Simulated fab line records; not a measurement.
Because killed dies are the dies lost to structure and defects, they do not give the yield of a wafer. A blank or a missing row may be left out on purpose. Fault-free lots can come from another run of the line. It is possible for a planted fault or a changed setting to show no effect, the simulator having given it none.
Tool commonality check / flow nand_harc / Lots sampled 10, wafers sampled 30

== REASON IT WAS OPENED ==
Flagged at NHARC_A_M0_CD_MEAS_09: reading cd_nm, on 2 of 10 lots. Wafers without a fault read 80.1 nm, standard deviation 0.6.
Rule: a lot is flagged in two cases, either no wafer of it has a number, or all its wafers with numbers fall more than 4 standard deviations from that mean. The other lots count as sound.

lot=L212; measured=day 17 11:20; on=cd_sem-03; cd_nm (nm), wafer by wafer=79.7 80.4 80.2; flag=
lot=L213; measured=day 17 16:34; on=cd_sem-03; cd_nm (nm), wafer by wafer=80.3 80.8 80.4; flag=
lot=L217; measured=day 17 23:26; on=cd_sem-03; cd_nm (nm), wafer by wafer=79.5 80.2 79.9; flag=
lot=L216; measured=day 18 03:58; on=cd_sem-01; cd_nm (nm), wafer by wafer=80.9 80.6 80.7; flag=
lot=L218; measured=day 19 03:45; on=cd_sem-01; cd_nm (nm), wafer by wafer=79.7 80.2 79.7; flag=
lot=L229; measured=day 22 03:34; on=cd_sem-01; cd_nm (nm), wafer by wafer=92.5 93.4 92.7; flag=FLAGGED
lot=L228; measured=day 22 04:52; on=cd_sem-01; cd_nm (nm), wafer by wafer=92.2 92.7 92.9; flag=FLAGGED
lot=L234; measured=day 22 21:03; on=cd_sem-03; cd_nm (nm), wafer by wafer=81.0 80.0 79.9; flag=
lot=L233; measured=day 22 22:14; on=cd_sem-01; cd_nm (nm), wafer by wafer=80.3 79.9 80.3; flag=
lot=L235; measured=day 23 09:43; on=cd_sem-02; cd_nm (nm), wafer by wafer=78.9 80.6 79.7; flag=
On average the flagged lots' numbers are 92.7 nm, which is +12.6 nm against the usual, or +21 standard deviations.

== WHICH TOOL RAN EACH LOT ==
4 process steps preceding the reading are held in the record, out of 1159 steps in the route. Each cell gives the tool, then ch followed by the chambers the sampled wafers passed through, then the start.
lot=L212; flag=; NHARC_A_BLC_ETCH_18=rie_diel-11 ch 0,1,2, day 17 07:28 or earlier; NHARC_A_BLC_STRIP_29=rie_diel-11 ch 0,1,2, day 17 07:28; NHARC_A_BLC_CVD_24=cvd_w-02 ch 0,1, day 17 11:16 or earlier; NHARC_A_M0_PEB_07=litho_track-04 ch 0, day 17 11:16
lot=L213; flag=; NHARC_A_BLC_ETCH_18=rie_diel-11 ch 0,1,3, day 17 13:38 or earlier; NHARC_A_BLC_STRIP_29=rie_diel-10 ch 0,2,3, day 17 13:38; NHARC_A_BLC_CVD_24=cvd_w-02 ch 0,1, day 17 16:29 or earlier; NHARC_A_M0_PEB_07=litho_track-04 ch 0, day 17 16:29
lot=L217; flag=; NHARC_A_BLC_ETCH_18=rie_diel-02 ch 0,1,3, day 17 18:01 or earlier; NHARC_A_BLC_STRIP_29=rie_diel-10 ch 0,3, day 17 18:01; NHARC_A_BLC_CVD_24=cvd_w-01 ch 0,1, day 17 23:21 or earlier; NHARC_A_M0_PEB_07=litho_track-04 ch 0, day 17 23:21
lot=L216; flag=; NHARC_A_BLC_ETCH_18=rie_diel-11 ch 1,2,3, day 18 01:07 or earlier; NHARC_A_BLC_STRIP_29=rie_diel-11 ch 0,3, day 18 01:07; NHARC_A_BLC_CVD_24=cvd_w-01 ch 0,1, day 18 03:53 or earlier; NHARC_A_M0_PEB_07=litho_track-04 ch 0, day 18 03:53
lot=L218; flag=; NHARC_A_BLC_ETCH_18=rie_diel-11 ch 1,2,3, day 19 00:47 or earlier; NHARC_A_BLC_STRIP_29=rie_diel-11 ch 0,1,2, day 19 00:47; NHARC_A_BLC_CVD_24=cvd_w-01 ch 0,1, day 19 03:40 or earlier; NHARC_A_M0_PEB_07=litho_track-01 ch 0, day 19 03:40
lot=L229; flag=FLAGGED; NHARC_A_BLC_ETCH_18=rie_diel-11 ch 0,1,3, day 21 18:54 or earlier; NHARC_A_BLC_STRIP_29=rie_diel-02 ch 0,1,2, day 21 18:54; NHARC_A_BLC_CVD_24=cvd_w-01 ch 0,1, day 22 03:29 or earlier; NHARC_A_M0_PEB_07=litho_track-04 ch 0, day 22 03:29
lot=L228; flag=FLAGGED; NHARC_A_BLC_ETCH_18=rie_diel-11 ch 0,1,2, day 21 23:41 or earlier; NHARC_A_BLC_STRIP_29=rie_diel-02 ch 0,1, day 21 23:41; NHARC_A_BLC_CVD_24=cvd_w-01 ch 0,1, day 22 04:46 or earlier; NHARC_A_M0_PEB_07=litho_track-04 ch 0, day 22 04:46
lot=L234; flag=; NHARC_A_BLC_ETCH_18=rie_diel-10 ch 0,1,2, day 22 15:36 or earlier; NHARC_A_BLC_STRIP_29=rie_diel-11 ch 0,3, day 22 15:36; NHARC_A_BLC_CVD_24=cvd_w-01 ch 0,1, day 22 20:58 or earlier; NHARC_A_M0_PEB_07=litho_track-06 ch 0, day 22 20:58
lot=L233; flag=; NHARC_A_BLC_ETCH_18=rie_diel-11 ch 0,2,3, day 22 19:23 or earlier; NHARC_A_BLC_STRIP_29=rie_diel-10 ch 1,2,3, day 22 19:23; NHARC_A_BLC_CVD_24=cvd_w-01 ch 0,1, day 22 22:10 or earlier; NHARC_A_M0_PEB_07=litho_track-01 ch 0, day 22 22:10
lot=L235; flag=; NHARC_A_BLC_ETCH_18=rie_diel-02 ch 0,1,3, day 23 06:47 or earlier; NHARC_A_BLC_STRIP_29=rie_diel-11 ch 0,1,2, day 23 06:47; NHARC_A_BLC_CVD_24=cvd_w-02 ch 0,1, day 23 09:38 or earlier; NHARC_A_M0_PEB_07=litho_track-06 ch 0, day 23 09:38
What these steps do:
- NHARC_A_BLC_ETCH_18: etches the open film in C4F8/O2/Ar, target depth 910 nm.
- NHARC_A_BLC_STRIP_29: strips in CF4.
- NHARC_A_BLC_CVD_24: deposits W, target thk 150 nm, time 434 s.
- NHARC_A_M0_PEB_07: peb time 65 s.
- NHARC_A_M0_CD_MEAS_09: target cd 80 nm.

== FLAGGED AGAINST TOTAL, ONE TOOL AT A TIME (gauges that did the reading follow at the end) ==
step=NHARC_A_BLC_ETCH_18; tool=rie_diel-02; lots run=2; flagged=0; share of the flagged lots=none; sound lots run after its first flagged lot=-
step=NHARC_A_BLC_ETCH_18; tool=rie_diel-10; lots run=1; flagged=0; share of the flagged lots=none; sound lots run after its first flagged lot=-
step=NHARC_A_BLC_ETCH_18; tool=rie_diel-11; lots run=7; flagged=2; share of the flagged lots=all; sound lots run after its first flagged lot=1 (L233)
step=NHARC_A_BLC_STRIP_29; tool=rie_diel-02; lots run=2; flagged=2; share of the flagged lots=all; sound lots run after its first flagged lot=0
step=NHARC_A_BLC_STRIP_29; tool=rie_diel-10; lots run=3; flagged=0; share of the flagged lots=none; sound lots run after its first flagged lot=-
step=NHARC_A_BLC_STRIP_29; tool=rie_diel-11; lots run=5; flagged=0; share of the flagged lots=none; sound lots run after its first flagged lot=-
step=NHARC_A_BLC_CVD_24; tool=cvd_w-01; lots run=7; flagged=2; share of the flagged lots=all; sound lots run after its first flagged lot=2 (L234,L233)
step=NHARC_A_BLC_CVD_24; tool=cvd_w-02; lots run=3; flagged=0; share of the flagged lots=none; sound lots run after its first flagged lot=-
step=NHARC_A_M0_PEB_07; tool=litho_track-01; lots run=2; flagged=0; share of the flagged lots=none; sound lots run after its first flagged lot=-
step=NHARC_A_M0_PEB_07; tool=litho_track-04; lots run=6; flagged=2; share of the flagged lots=all; sound lots run after its first flagged lot=0
step=NHARC_A_M0_PEB_07; tool=litho_track-06; lots run=2; flagged=0; share of the flagged lots=none; sound lots run after its first flagged lot=-
step=NHARC_A_M0_CD_MEAS_09; tool=cd_sem-01; lots run=5; flagged=2; share of the flagged lots=all; sound lots run after its first flagged lot=1 (L233)
step=NHARC_A_M0_CD_MEAS_09; tool=cd_sem-02; lots run=1; flagged=0; share of the flagged lots=none; sound lots run after its first flagged lot=-
step=NHARC_A_M0_CD_MEAS_09; tool=cd_sem-03; lots run=4; flagged=0; share of the flagged lots=none; sound lots run after its first flagged lot=-
NHARC_A_BLC_ETCH_18: start missing for some lots; hours and lot order therefore follow NHARC_A_BLC_STRIP_29. NHARC_A_BLC_CVD_24: start missing for some lots; hours and lot order therefore follow NHARC_A_M0_PEB_07.

== WHAT IS ALLOWED BY THE TABLE ==
5 rows of the table ran every flagged lot: rie_diel-11 at NHARC_A_BLC_ETCH_18, rie_diel-02 at NHARC_A_BLC_STRIP_29, cvd_w-01 at NHARC_A_BLC_CVD_24, litho_track-04 at NHARC_A_M0_PEB_07, cd_sem-01 at NHARC_A_M0_CD_MEAS_09.
- rie_diel-11 at NHARC_A_BLC_ETCH_18: 2 of its 7 lots flagged. Sound lots followed the first flagged one (L233) on it, something a lasting fault affecting the whole tool could not allow.
- rie_diel-02 at NHARC_A_BLC_STRIP_29: 2 of its 2 lots flagged. With no sound lot run before its first flagged lot in this sample, there is nothing to narrow down the start.
- cvd_w-01 at NHARC_A_BLC_CVD_24: 2 of its 7 lots flagged. Sound lots followed the first flagged one (L234, L233) on it, something a lasting fault affecting the whole tool could not allow.
- litho_track-04 at NHARC_A_M0_PEB_07: 2 of its 6 lots flagged. Last sound lot L216 at day 18 03:53, first flagged lot L229 at day 22 03:29; a fault beginning in between fits. Its own readings lie more than 4 standard deviations out on every wafer of the flagged lots: heater_power_total_W, plate_temp_C.
- cd_sem-01 at NHARC_A_M0_CD_MEAS_09: 2 of its 5 lots flagged. Sound lots followed the first flagged one (L233) on it, something a lasting fault affecting the whole tool could not allow.
Counting lots can't tell these 2 tools apart, because each fits a fault that began at some hour. More lots, or a look at what each step does to the wafer, might.

== WHAT HAD BEEN PUT IN BY THE SIMULATOR ==
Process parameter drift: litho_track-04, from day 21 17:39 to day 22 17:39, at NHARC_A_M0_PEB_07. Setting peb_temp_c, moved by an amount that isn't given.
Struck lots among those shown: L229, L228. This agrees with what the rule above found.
